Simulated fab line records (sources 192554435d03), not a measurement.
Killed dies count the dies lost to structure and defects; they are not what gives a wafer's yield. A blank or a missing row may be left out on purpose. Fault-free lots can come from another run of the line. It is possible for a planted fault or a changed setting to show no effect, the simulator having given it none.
Chamber matching :: flow n5Finfet :: N5_FIN_CUT_STRIP_24 on rieDiel-04 has 4 sister chambers
The step strips in CF4. 4 wafers are shown with their chamber, then 8 later ones without.

WAFERS, EACH WITH ITS CHAMBER
wafer: L082.2
chamber: 2
showerheadPlenumPTorr (Torr): 1.82

wafer: L083.5
chamber: 3
showerheadPlenumPTorr (Torr): 1.72

wafer: L083.6
chamber: 0
showerheadPlenumPTorr (Torr): 1.78

wafer: L085.1
chamber: 1
showerheadPlenumPTorr (Torr): 1.66

WAFERS WITH NO CHAMBER GIVEN
wafer: L085.3
showerheadPlenumPTorr (Torr): 1.82

wafer: L085.4
showerheadPlenumPTorr (Torr): 1.66

wafer: L093.1
showerheadPlenumPTorr (Torr): 1.71

wafer: L093.2
showerheadPlenumPTorr (Torr): 1.77

wafer: L093.6
showerheadPlenumPTorr (Torr): 1.71

wafer: L096.3
showerheadPlenumPTorr (Torr): 1.82

wafer: L096.4
showerheadPlenumPTorr (Torr): 1.65

wafer: L096.6
showerheadPlenumPTorr (Torr): 1.77

CHAMBER TAKEN BY EACH
wafer: L085.3
from the rows above: 2
in truth: 2

wafer: L085.4
from the rows above: 1
in truth: 1

wafer: L093.1
from the rows above: 3
in truth: 3

wafer: L093.2
from the rows above: 0
in truth: 0

wafer: L093.6
from the rows above: 3
in truth: 3

wafer: L096.3
from the rows above: 2
in truth: 2

wafer: L096.4
from the rows above: 1
in truth: 1

wafer: L096.6
from the rows above: 0
in truth: 0
Correct placement for 8 of the 8. Left unplaced by these rows: 0. Wrongly placed: 0.
How it was worked out, from the rows above alone: a wafer's distance from a chamber is the root of the sum, over the readings, of the square of ((its reading less the chamber's mean) divided by the reading's scatter). The wafer belongs to the nearest chamber; if the next one is less than 2 further off, it can't be placed. A chamber's mean is the mean of its shown wafers. The scatter: with one shown wafer a chamber, the root of the mean of the squares of how far each hidden wafer lies from its nearest shown one.
